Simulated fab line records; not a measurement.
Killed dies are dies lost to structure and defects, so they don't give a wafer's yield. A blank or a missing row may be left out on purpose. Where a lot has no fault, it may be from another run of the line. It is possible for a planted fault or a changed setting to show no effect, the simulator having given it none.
Chamber matching    flow nandHarc    4 sister chambers for NHARC_P_M2_DESCUM_14 on rieDiel-04
The step chemistry O2, time 3 s. 4 wafers are shown with their chamber, then 8 later ones without.

== WAFERS PAIRED WITH THEIR CHAMBERS ==
wafer   chamber  drypumpMotorCurrentA (A)
L077.3  3        5.8
L087.5  2        6.3
L087.6  1        5.5
L090.3  0        5.7

== WAFERS WHOSE CHAMBER IS MISSING ==
wafer   drypumpMotorCurrentA (A)
L090.4  5.7
L090.6  5.8
L092.2  5.6
L092.4  6.3
L092.6  5.7
L093.2  6.3
L093.5  5.8
L093.6  5.8

== THE CHAMBER EACH PASSED THROUGH ==
wafer    from the rows above       in truth
L090.4   0                         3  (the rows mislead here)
L090.6   3                         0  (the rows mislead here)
L092.2   can't be placed: 1 or 0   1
L092.4   2                         2
L092.6   0                         0
L093.2   2                         2
L093.5   3                         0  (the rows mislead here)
L093.6   3                         3
Correct placement for 4 of the 8. Not placeable from these rows: 1 (in 1, the candidates include the true chamber). 3 placed wrongly.
How it was worked out, from the rows above alone: a wafer's distance from a chamber is the root of the sum, over the readings, of the square of ((its reading less the chamber's mean) divided by the reading's scatter). If the next closest chamber is less than 2 further off than the closest, the wafer can't be placed; otherwise it belongs to the closest. The mean given for a chamber averages the wafers shown for that chamber. The scatter: with one shown wafer a chamber, the root of the mean of the squares of how far each hidden wafer lies from its nearest shown one.
